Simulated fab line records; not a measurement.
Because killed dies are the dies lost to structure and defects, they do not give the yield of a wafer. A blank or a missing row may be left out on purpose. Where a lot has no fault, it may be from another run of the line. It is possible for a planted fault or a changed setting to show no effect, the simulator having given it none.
fab line records	flow nand_harc	part 1 of 2: steps 1 to 29 of 43
[record] lots = 5	wafers = 15	last_day = 24
route steps=1159 shown A_BLC@993 A_M0@994 A_M1@1026
lots that met no fault: from a run of the same line without faults
start_h: hours from the record's opening day to when the first of the lot's shown wafers began	wait_h: hours elapsed since this lot's preceding step	" same as the row above	L1.1+2: a row that stands for several wafers	- no value, or no start given	* or withheld: withheld	< > ~ a bound
route shown NAME@n: NAME is a module with steps in the file, n the number in the route of the first one	usual: mean/standard deviation of fault-free wafers	same: alike in all rows	chamber/n: place in a boat	sites: each site's reading	_std_site: their standard deviation	_edge_site: mean of outer sites minus mean of inner sites	radius_mm: how far each site lies from the wafer's centre	mask NAME#n: copy n	behind: the most recent tool/chamber to have shaped the wafer	hold: reason for holding the lot/hours on hold/outcome of the hold	device: transistor that didn't switch, given as n, p or np	end of line: tests of these same wafers at the route's end	a step given without rows: its recipe and nothing more	killed: not the wafer's yield, but the dies lost to structure and defects at the first sort	map: per-die view of a wafer (x killed, . not killed, _ where there is no die)
set.NAME: setting as actually run; set.NAME@STEP: the setting as run at that earlier step	model.NAME: the simulator's own value behind a step, which no gauge read
lots at selected steps of the route; one table per step, one row per wafer
services: when a tool's chamber went out of use (start_h, in hours from the record's first day, below 0 if earlier), for how many hours, and the reason
[[steps]]
[step NHARC_A_BLC_INSPECT_28]
[usual] raw_defect_count = 453/110
lot.wafer	tool	chamber	start_h	wait_h	raw_defect_count
L080.1	defect_inspect-02	-	444.84	0.1	374
L080.5	"	-	"	"	460
L080.6	"	-	"	"	469
L086.1	defect_inspect-01	-	479.72	0.1	388
L086.3	"	-	"	"	362
L086.4	"	-	"	"	376
L091.1	defect_inspect-02	-	501.11	0.1	384
L091.2	"	-	"	"	514
L091.4	"	-	"	"	333
L090.2	defect_inspect-02	-	507.92	0.1	314
L090.4	"	-	"	"	570
L090.6	"	-	"	"	630
L094.3	defect_inspect-02	-	521.50	0.1	413
L094.4	"	-	"	"	433
L094.6	"	-	"	"	403
[step NHARC_A_M0_DEP_00]
[recipe] target_thk_a = 1500	target_thk_nm = 150	temp_c = withheld	pressure_torr = 5	flow_sccm = 200	rf_w = 600	material = SiOC
lot.wafer	tool	chamber	start_h	wait_h
L080.1+5+6	pecvd-04	0,1,2	445.56	0.7
L086.1+3+4	pecvd-04	1,0,2	479.79	0.1
L091.1+2+4	pecvd-03	1,2,0	501.22	0.1
L090.2+4+6	pecvd-03	2,2,0	507.99	0.1
L094.3+6+4	pecvd-04	0,2,0	521.66	0.2
[step NHARC_A_M0_DEHYDRATE_01]
[recipe] temp_c = 150	time_s = 120
lot.wafer	tool	chamber	start_h	wait_h
L080.1+5+6	litho_track-04	0	445.88	-
L086.1+3+4	litho_track-04	0	480.22	-
L091.1+2+4	litho_track-06	0	501.58	-
L090.2+4+6	litho_track-04	0	508.52	0.5
L094.3+4+6	litho_track-06	0	521.97	-
[step NHARC_A_M0_HMDS_02]
[recipe] time_s = 30
lot.wafer	tool	chamber	start_h	wait_h
L080.1+5+6	litho_track-04	0	-	-
L086.1+3+4	litho_track-04	0	-	-
L091.1+2+4	litho_track-06	0	-	-
L090.2+4+6	litho_track-04	0	-	-
L094.3+4+6	litho_track-06	0	-	-
[step NHARC_A_M0_COAT_33]
[recipe] temp_c = 200	time_s = 65
lot.wafer	tool	chamber	start_h	wait_h
L080.1+5+6	litho_track-04	0	-	-
L086.1+3+4	litho_track-04	0	-	-
L091.1+2+4	litho_track-06	0	-	-
L090.2+4+6	litho_track-04	0	-	-
L094.3+4+6	litho_track-06	0	-	-
[step NHARC_A_M0_COAT_03]
[recipe] spin_rpm = 1500	resist_thk_nm = 90
[usual] dispense_pressure_kPa = 48/3.6
lot.wafer	tool	chamber	start_h	wait_h	dispense_pressure_kPa
L080.1	litho_track-04	0	-	-	48
L080.5	"	0	"	"	48
L080.6	"	0	"	"	48
L086.1	litho_track-04	0	-	-	48
L086.3	"	0	"	"	48
L086.4	"	0	"	"	48
L091.1	litho_track-06	0	-	-	52
L091.2	"	0	"	"	52
L091.4	"	0	"	"	52
L090.2	litho_track-04	0	-	-	48
L090.4	"	0	"	"	48
L090.6	"	0	"	"	48
L094.3	litho_track-06	0	-	-	52
L094.4	"	0	"	"	52
L094.6	"	0	"	"	52
[step NHARC_A_M0_SOFTBAKE_04]
[recipe] temp_c = 105	time_s = 55
lot.wafer	tool	chamber	start_h	wait_h
L080.1+5+6	litho_track-04	0	-	-
L086.1+3+4	litho_track-04	0	-	-
L091.1+2+4	litho_track-06	0	-	-
L090.2+4+6	litho_track-04	0	-	-
L094.3+4+6	litho_track-06	0	-	-
[step NHARC_A_M0_EBR_05]
lot.wafer	tool	chamber	start_h	wait_h
L080.1+5+6	litho_track-04	0	-	-
L086.1+3+4	litho_track-04	0	-	-
L091.1+2+4	litho_track-06	0	-	-
L090.2+4+6	litho_track-04	0	-	-
L094.3+4+6	litho_track-06	0	-	-
[step NHARC_A_M0_EXPOSE_06]
[recipe] na = 1.35	target_cd_nm = 80	dose_mj = 83.25	mask_id = A_M0
[usual] reticle_temp_C = 22.99/0.12
lot.wafer	tool	chamber	start_h	wait_h	mask	reticle_temp_C
L080.1	arfi_scanner-02	0	446.05	-	A_M0#0	23.10
L080.5	"	0	"	"	A_M0#0	23.12
L080.6	"	0	"	"	A_M0#0	23.06
L086.1	arfi_scanner-02	0	480.51	-	A_M0#0	22.91
L086.3	"	0	"	"	A_M0#0	23.04
L086.4	"	0	"	"	A_M0#0	23.02
L091.1	arfi_scanner-03	0	501.87	-	A_M0#0	22.76
L091.2	"	0	"	"	A_M0#0	22.78
L091.4	"	0	"	"	A_M0#0	22.80
L090.2	arfi_scanner-02	0	508.82	-	A_M0#0	22.99
L090.4	"	0	"	"	A_M0#0	22.79
L090.6	"	0	"	"	A_M0#0	22.91
L094.3	arfi_scanner-02	0	522.27	-	A_M0#0	23.14
L094.4	"	0	"	"	A_M0#0	23.03
L094.6	"	0	"	"	A_M0#0	22.92
[step NHARC_A_M0_PEB_07]
[recipe] peb_temp_c = 100	peb_time_s = 65
[same] peb_time_s = 65
lot.wafer	tool	chamber	start_h	wait_h
L080.1+5+6	litho_track-06	0	446.11	0.1
L086.1+3+4	litho_track-04	0	480.57	0.1
L091.1+2+4	litho_track-01	0	501.93	0.1
L090.2+4+6	litho_track-01	0	508.87	0.1
L094.3+4+6	litho_track-06	0	522.32	0.0
[step NHARC_A_M0_DEVELOP_08]
[recipe] develop_time_s = 35	dev_temp_c = 23
lot.wafer	tool	chamber	start_h	wait_h
L080.1+5+6	litho_track-06	0	-	-
L086.1+3+4	litho_track-04	0	-	-
L091.1+2+4	litho_track-01	0	-	-
L090.2+4+6	litho_track-01	0	-	-
L094.3+4+6	litho_track-06	0	-	-
[step NHARC_A_M0_CD_MEAS_09]
[recipe] target_cd_nm = 80	landing_energy_ev = 500
[usual] cd_nm = 80.1/0.71
lot.wafer	tool	chamber	start_h	wait_h	cd_nm
L080.1	cd_sem-02	0	446.19	-	80.9
L080.5	"	0	"	"	80.5
L080.6	"	0	"	"	80.6
L086.1	cd_sem-02	0	480.65	-	80.3
L086.3	"	0	"	"	80.0
L086.4	"	0	"	"	80.1
L091.1	cd_sem-01	0	502.01	-	80.0
L091.2	"	0	"	"	80.8
L091.4	"	0	"	"	80.5
L090.2	cd_sem-03	0	508.95	-	79.3
L090.4	"	0	"	"	80.3
L090.6	"	0	"	"	80.7
L094.3	cd_sem-03	0	522.41	-	80.1
L094.4	"	0	"	"	80.7
L094.6	"	0	"	"	80.3
[step NHARC_A_M0_OVL_MEAS_10]
[recipe] pitch_nm = 160
[usual] overlay_x_nm = 0.0/0.89	overlay_y_nm = -0.1/0.87
lot.wafer	tool	chamber	start_h	wait_h	overlay_x_nm	overlay_y_nm
L080.1	overlay-02	-	446.29	-	-1.0	-1.0
L080.5	"	-	"	"	-0.8	-0.7
L080.6	"	-	"	"	-1.4	-0.7
L086.1	overlay-01	-	480.73	-	-0.2	-0.4
L086.3	"	-	"	"	-1.0	-0.9
L086.4	"	-	"	"	-0.5	-0.9
L091.1	overlay-02	-	502.10	-	-0.1	0.3
L091.2	"	-	"	"	-0.1	0.5
L091.4	"	-	"	"	0.4	0.7
L090.2	overlay-01	-	509.04	-	-1.0	-0.4
L090.4	"	-	"	"	-0.6	-0.4
L090.6	"	-	"	"	-0.3	-0.1
L094.3	overlay-02	-	522.49	-	0.7	0.0
L094.4	"	-	"	"	0.7	-0.4
L094.6	"	-	"	"	1.3	0.1
[step NHARC_A_M0_INSPECT_11]
[usual] raw_defect_count = 32/17
lot.wafer	tool	chamber	start_h	wait_h	raw_defect_count
L080.1	defect_inspect-01	-	446.33	0.0	30
L080.5	"	-	"	"	23
L080.6	"	-	"	"	26
L086.1	defect_inspect-02	-	480.77	0.0	28
L086.3	"	-	"	"	34
L086.4	"	-	"	"	21
L091.1	defect_inspect-02	-	502.14	0.0	26
L091.2	"	-	"	"	29
L091.4	"	-	"	"	37
L090.2	defect_inspect-02	-	509.08	0.0	28
L090.4	"	-	"	"	31
L090.6	"	-	"	"	30
L094.3	defect_inspect-02	-	522.53	0.0	81
L094.4	"	-	"	"	69
L094.6	"	-	"	"	72
[step NHARC_A_M0_DESCUM_14]
[recipe] time_s = 3	o2_flow_sccm = 200	ar_flow_sccm = 0	bias_power_w = 0	chemistry = O2
[usual] drypump_motor_current_A = 5.8/0.55	oes_product_au = 0.995/0.01	rf_vpp_V = 57.9/0.92	showerhead_plenum_p_Torr = 1.94/0.079	throttle_valve_pct = 11.312/0.0086
lot.wafer	tool	chamber	start_h	wait_h	drypump_motor_current_A	oes_product_au	rf_hours_counter_h	rf_vpp_V	showerhead_plenum_p_Torr	throttle_valve_pct
L080.1	rie_diel-12	0	446.41	0.1	5.8	0.987	5.0	58.0	1.99	11.305
L080.6	"	1	"	"	4.9	1.000	-	56.9	1.92	11.304
L080.5	"	2	"	"	5.4	0.985	-	57.7	2.05	11.322
L086.4	rie_diel-03	3	480.84	0.1	5.6	0.995	5.2	57.5	1.86	11.318
L086.1	"	0	"	"	6.1	1.014	6.1	59.5	1.98	11.316
L086.3	"	1	"	"	4.9	0.989	6.3	56.8	1.77	11.310
L091.4	rie_diel-03	2	502.20	0.1	5.9	0.999	6.0	58.8	1.95	11.307
L091.1	"	0	"	"	6.1	0.995	7.5	56.0	1.98	11.309
L091.2	"	1	"	"	4.8	0.986	7.4	57.8	1.77	11.315
L090.4	rie_diel-07	0	509.14	0.1	6.8	1.001	6.6	59.2	1.91	11.326
L090.2	"	2	"	"	6.3	0.990	5.6	58.2	2.00	11.308
L090.6	"	0	"	"	6.7	0.993	-	57.0	1.91	11.307
L094.3	rie_diel-07	3	522.59	0.1	6.1	0.994	7.1	57.4	1.85	11.306
L094.4	"	0	"	"	6.8	1.003	7.7	57.7	1.91	11.319
L094.6	"	0	"	"	6.8	0.988	-	57.6	1.91	11.306
[step NHARC_A_M0_ETCH_34]
[recipe] target_depth_a = 400	overetch_a = 120	time_s = 43.94	ion_energy_ev = 200	n2_flow_sccm = 150	h2_flow_sccm = 150	ar_flow_sccm = 0	rf_w = 400	bias_w = 150	chemistry = N2/H2
[usual] drypump_motor_current_A = 5.8/0.55	oes_product_au = 0.997/0.0096	rf_vpp_V = 431.3/2.4	showerhead_plenum_p_Torr = 2.07/0.086	throttle_valve_pct = 14.171/0.0098
lot.wafer	tool	chamber	start_h	wait_h	drypump_motor_current_A	oes_product_au	rf_hours_counter_h	rf_vpp_V	showerhead_plenum_p_Torr	throttle_valve_pct
L080.1	rie_diel-12	2	446.49	0.1	5.4	0.976	3.6	435.4	2.19	14.172
L080.5	"	2	"	"	5.4	0.982	-	434.4	2.19	14.166
L080.6	"	0	"	"	5.8	0.983	-	433.1	2.12	14.191
L086.3	rie_diel-03	2	480.92	0.1	5.9	0.988	5.1	432.7	2.08	14.163
L086.1	"	3	"	"	5.6	1.005	5.2	427.9	1.98	14.164
L086.4	"	0	"	"	6.1	1.010	6.1	433.5	2.12	14.171
L091.4	rie_diel-03	2	502.29	0.1	5.9	0.993	6.0	431.3	2.07	14.176
L091.1	"	3	"	"	5.6	0.993	6.5	428.9	1.98	14.168
L091.2	"	0	"	"	6.1	1.011	7.5	432.2	2.12	14.153
L090.2	rie_diel-07	3	509.23	0.1	6.0	0.990	6.1	427.3	1.97	14.179
L090.4	"	0	"	"	6.7	1.000	6.6	431.5	2.04	14.153
L090.6	"	2	"	"	6.3	1.004	-	431.7	2.13	14.159
L094.4	rie_diel-07	1	522.68	0.1	5.8	0.999	7.5	432.3	2.15	14.164
L094.3	"	2	"	"	6.3	1.008	6.9	433.5	2.13	14.173
L094.6	"	3	"	"	6.1	0.988	-	427.7	1.97	14.180
[step NHARC_A_M0_ETCH_15]
[recipe] target_depth_a = 1500	overetch_a = 150	time_s = 82.5	c4f8_flow_sccm = withheld	ar_flow_sccm = 400	rf_w = 600	bias_w = 300	chemistry = C4F8/Ar
[usual] oes_product_au = 0.953/0.021	rf_vpp_V = 441.7/2.6
lot.wafer	tool	chamber	start_h	wait_h	oes_product_au	rf_hours_counter_h	rf_vpp_V
L080.1	rie_diel-12	0	-	-	0.959	5.1	444.4
L080.5	"	2	"	"	0.946	-	445.9
L080.6	"	0	"	"	0.952	-	444.8
L086.4	rie_diel-03	2	-	-	0.949	5.1	441.5
L086.3	"	3	"	"	0.968	5.3	438.2
L086.1	"	1	"	"	0.978	6.3	436.5
L091.1	rie_diel-03	2	-	-	0.950	6.0	442.4
L091.2	"	3	"	"	0.943	6.6	438.6
L091.4	"	0	"	"	0.970	7.5	442.1
L090.4	rie_diel-07	3	-	-	0.949	6.1	438.9
L090.2	"	1	"	"	0.974	6.1	445.7
L090.6	"	3	"	"	0.964	-	439.4
L094.4	rie_diel-07	2	-	-	0.928	6.9	442.5
L094.3	"	3	"	"	0.909	7.1	439.3
L094.6	"	1	"	"	0.922	-	443.4
[step NHARC_A_M0_CD_MEAS_16]
[usual] cd_nm = 80.0/0.88
lot.wafer	tool	chamber	start_h	wait_h	cd_nm
L080.1	cd_sem-01	-	446.73	-	80.7
L080.5	"	-	"	"	80.4
L080.6	"	-	"	"	80.2
L086.1	cd_sem-02	-	481.13	-	80.7
L086.3	"	-	"	"	80.2
L086.4	"	-	"	"	80.8
L091.1	cd_sem-01	-	502.51	-	80.3
L091.2	"	-	"	"	80.3
L091.4	"	-	"	"	79.2
L090.2	cd_sem-03	-	509.44	-	79.6
L090.4	"	-	"	"	80.6
L090.6	"	-	"	"	80.8
L094.3	cd_sem-01	-	522.89	-	81.0
L094.4	"	-	"	"	81.6
L094.6	"	-	"	"	80.5
[step NHARC_A_M0_STRIP_18]
[recipe] power_w = 1000	n2_flow_sccm = 150	h2_flow_sccm = 150	ar_flow_sccm = 0	bias_w = 0	chemistry = N2/H2
[usual] drypump_motor_current_A = 5.8/0.56	oes_product_au = 0.995/0.01	rf_vpp_V = 90.8/1	showerhead_plenum_p_Torr = 2.07/0.089	throttle_valve_pct = 14.171/0.009
lot.wafer	tool	chamber	start_h	wait_h	drypump_motor_current_A	oes_product_au	rf_hours_counter_h	rf_vpp_V	showerhead_plenum_p_Torr	throttle_valve_pct
L080.1	rie_diel-12	2	446.80	0.1	5.3	0.979	4	92.1	2.19	14.161
L080.6	"	0	"	"	5.8	0.999	-	92.8	2.12	14.174
L080.5	"	1	"	"	4.9	0.999	-	91.1	2.05	14.166
L086.3	rie_diel-07	0	481.21	0.1	6.7	0.993	6	91.5	2.04	14.179
L086.4	"	1	"	"	5.9	1.012	5	90.9	2.15	14.173
L086.1	"	3	"	"	6.1	1.000	5	89.3	1.97	14.184
L091.1	rie_diel-12	1	502.58	0.1	4.9	1.001	9	91.5	2.05	14.173
L091.2	"	2	"	"	5.4	0.978	8	92.1	2.19	14.163
L091.4	"	3	"	"	6.5	1.014	8	93.1	2.14	14.162
L090.2	rie_diel-12	2	509.51	0.1	5.4	0.982	9	91.8	2.19	14.172
L090.4	"	3	"	"	6.5	1.001	9	91.9	2.14	14.173
L090.6	"	3	"	"	6.5	0.994	-	90.8	2.14	14.175
L094.4	rie_diel-03	0	523.01	0.1	6.1	1.018	9	92.1	2.12	14.183
L094.3	"	1	"	"	4.9	0.996	9	90.9	1.89	14.166
L094.6	"	3	"	"	5.6	0.999	-	88.8	1.98	14.168
[step NHARC_A_M0_STRIP_19]
[recipe] time_s = 600	temp_c = 30	chemistry = post_etch_residue_remover
lot.wafer	tool	chamber	start_h	wait_h
L080.5+1+6	wet_bench-01	0,1,2	447.15	-
L086.1+3+4	wet_bench-05	5,7,0	481.50	-
L091.1+2+4	wet_bench-09	4,5,7	502.86	-
L090.2+4+6	wet_bench-09	0,3,4	509.78	-
L094.6+3+4	wet_bench-09	6,0,1	523.23	-
[step NHARC_A_M0_DEGAS_28]
[recipe] temp_c = 250	time_s = 60
[usual] heater_power_w = 334/22
lot.wafer	tool	chamber	start_h	wait_h	heater_power_w
L080.1	pvd_sputter-02	-	447.41	-	344
L080.5	"	-	"	"	331
L080.6	"	-	"	"	310
L086.1	pvd_sputter-03	-	481.78	-	342
L086.3	"	-	"	"	347
L086.4	"	-	"	"	311
L091.4	pvd_sputter-02	-	503.12	-	318
L091.2	"	-	"	"	345
L091.1	"	-	"	"	354
L090.4	pvd_sputter-01	-	510.06	-	387
L090.2	"	-	"	"	345
L090.6	"	-	"	"	290
L094.3	pvd_sputter-02	-	523.52	-	361
L094.4	"	-	"	"	332
L094.6	"	-	"	"	337
[step NHARC_A_M0_PRE_CLEAN_29]
[recipe] time_s = 30	temp_c = 280	gas = H2/He
[usual] heater_power_w = 410/24
lot.wafer	tool	chamber	start_h	wait_h	heater_power_w
L080.1	pvd_sputter-02	-	-	-	393
L080.5	"	-	"	"	438
L080.6	"	-	"	"	399
L086.4	pvd_sputter-03	-	-	-	391
L086.3	"	-	"	"	409
L086.1	"	-	"	"	419
L091.2	pvd_sputter-02	-	-	-	410
L091.4	"	-	"	"	426
L091.1	"	-	"	"	413
L090.4	pvd_sputter-01	-	-	-	424
L090.2	"	-	"	"	410
L090.6	"	-	"	"	436
L094.4	pvd_sputter-02	-	-	-	415
L094.3	"	-	"	"	432
L094.6	"	-	"	"	411
[step NHARC_A_M0_PVD_20]
[recipe] target_thk_a = 50	bias_v = 168.6	power_w = 15000	chamber_pressure_pa = 0.12	time_s = 8.06	substrate_temp_c = 50	material = TaN
[usual] throttle_valve_pct = 29.3/1.2
lot.wafer	tool	chamber	start_h	wait_h	throttle_valve_pct
L080.1	pvd_sputter-02	-	-	-	29.7
L080.5	"	-	"	"	28.4
L080.6	"	-	"	"	28.6
L086.3	pvd_sputter-03	-	-	-	30.2
L086.1	"	-	"	"	31.8
L086.4	"	-	"	"	30.3
L091.2	pvd_sputter-02	-	-	-	28.9
L091.4	"	-	"	"	29.4
L091.1	"	-	"	"	27.1
L090.4	pvd_sputter-01	-	-	-	28.3
L090.2	"	-	"	"	29.3
L090.6	"	-	"	"	29.7
L094.4	pvd_sputter-02	-	-	-	27.0
L094.3	"	-	"	"	28.7
L094.6	"	-	"	"	29.7
[step NHARC_A_M0_PVD_21]
[recipe] target_thk_a = 300	chamber_pressure_pa = 5	power_w = 5000	substrate_temp_c = 30	time_s = 20.49	material = Cu
[usual] throttle_valve_pct = 29.3/1.3
lot.wafer	tool	chamber	start_h	wait_h	throttle_valve_pct
L080.1	pvd_sputter-02	-	-	-	28.6
L080.5	"	-	"	"	28.5
L080.6	"	-	"	"	29.5
L086.1	pvd_sputter-03	-	-	-	30.4
L086.3	"	-	"	"	30.5
L086.4	"	-	"	"	31.8
L091.4	pvd_sputter-02	-	-	-	27.0
L091.2	"	-	"	"	28.6
L091.1	"	-	"	"	28.3
L090.4	pvd_sputter-01	-	-	-	28.3
L090.2	"	-	"	"	28.6
L090.6	"	-	"	"	29.1
L094.3	pvd_sputter-02	-	-	-	27.2
L094.4	"	-	"	"	28.4
L094.6	"	-	"	"	28.6
[step NHARC_A_M0_ECD_22]
[recipe] target_thk_a = 4000	bath_temp_c = 25	material = Cu
lot.wafer	tool	chamber	start_h	wait_h
L080.1+5+6	ecd_cu-02	1,1,0	447.76	-
L086.1+3+4	ecd_cu-01	0,0,1	482.13	-
L091.2+1+4	ecd_cu-01	0,1,1	503.49	-
L090.2+4+6	ecd_cu-01	0,1,0	510.41	-
L094.3+4+6	ecd_cu-01	0,1,1	523.99	-
[step NHARC_A_M0_ANNEAL_30]
[recipe] temp_c = 225	time_s = 90
[usual] wafer_temp_C_max = 225.99/0.24
lot.wafer	tool	chamber	start_h	wait_h	wafer_temp_C_max
L080.1	rtp_anneal-01	0	448.14	-	226.17
L080.5	"	0	"	"	226.31
L080.6	"	0	"	"	226.81
L086.1	rtp_anneal-01	0	482.51	0.3	225.85
L086.3	"	0	"	"	225.81
L086.4	"	0	"	"	226.15
L091.1	rtp_anneal-01	0	503.86	0.3	225.87
L091.2	"	0	"	"	225.84
L091.4	"	0	"	"	226.00
L090.2	rtp_anneal-02	0	510.84	-	226.19
L090.4	"	0	"	"	225.98
L090.6	"	0	"	"	226.28
L094.3	rtp_anneal-01	0	524.37	0.3	226.03
L094.4	"	0	"	"	225.93
L094.6	"	0	"	"	226.12
[step NHARC_A_M0_CMP_23]
[recipe] t_overpolish_s = 20	target_thk_nm = 113.75
[usual] motor_current_A = 11.7/1.2	slurry_flow_ml_min = 150.0/0.5	time_to_endpoint_s = 30/3.2
lot.wafer	tool	chamber	start_h	wait_h	motor_current_A	slurry_flow_ml_min	time_to_endpoint_s
L080.1	cmp-02	1	448.53	-	10.7	150.1	32
L080.5	"	3	"	"	11.5	150.2	31
L080.6	"	0	"	"	11.6	150.0	27
L086.4	cmp-04	1	482.88	-	10.9	150.4	30
L086.1	"	2	"	"	11.3	149.8	36
L086.3	"	3	"	"	12.3	149.2	31
L091.2	cmp-01	1	504.55	-	12.0	149.5	27
L091.4	"	2	"	"	9.1	149.5	33
L091.1	"	3	"	"	12.0	149.0	36
L090.4	cmp-04	3	511.13	-	12.8	149.3	30
L090.2	"	2	"	"	11.1	150.4	31
L090.6	"	3	"	"	12.9	149.1	28
L094.3	cmp-01	3	524.61	-	11.8	150.5	34
L094.4	"	1	"	"	13.0	150.1	29
L094.6	"	3	"	"	11.5	150.9	36
[step NHARC_A_M0_THK_MEAS_24]
[recipe] thk_meas_gauge = xrf
[usual] thk_nm = 114.2/1.6
lot.wafer	tool	chamber	start_h	wait_h	thk_nm
L080.1	film_metro-01	-	448.79	-	113.4
L080.5	"	-	"	"	112.1
L080.6	"	-	"	"	114.1
L086.1	film_metro-01	-	483.18	-	116.4
L086.3	"	-	"	"	114.0
L086.4	"	-	"	"	112.2
L091.1	film_metro-02	-	504.83	-	115.1
L091.2	"	-	"	"	113.3
L091.4	"	-	"	"	115.3
L090.2	film_metro-02	-	511.45	-	113.4
L090.4	"	-	"	"	113.6
L090.6	"	-	"	"	112.6
L094.3	film_metro-01	-	524.93	-	116.0
L094.4	"	-	"	"	114.4
L094.6	"	-	"	"	115.8
[step NHARC_A_M0_SRD_25]
lot.wafer	tool	chamber	start_h	wait_h
L080.5+6+1	wet_bench-08	0,4,5	448.90	0.1
L086.1+4+3	wet_bench-10	3,4,5	483.22	0.0
L091.1+4+2	wet_bench-10	7,0,1	504.88	0.0
L090.4+6+2	wet_bench-08	1,2,4	511.49	0.0
L094.3+6+4	wet_bench-08	4,7,1	524.97	0.0
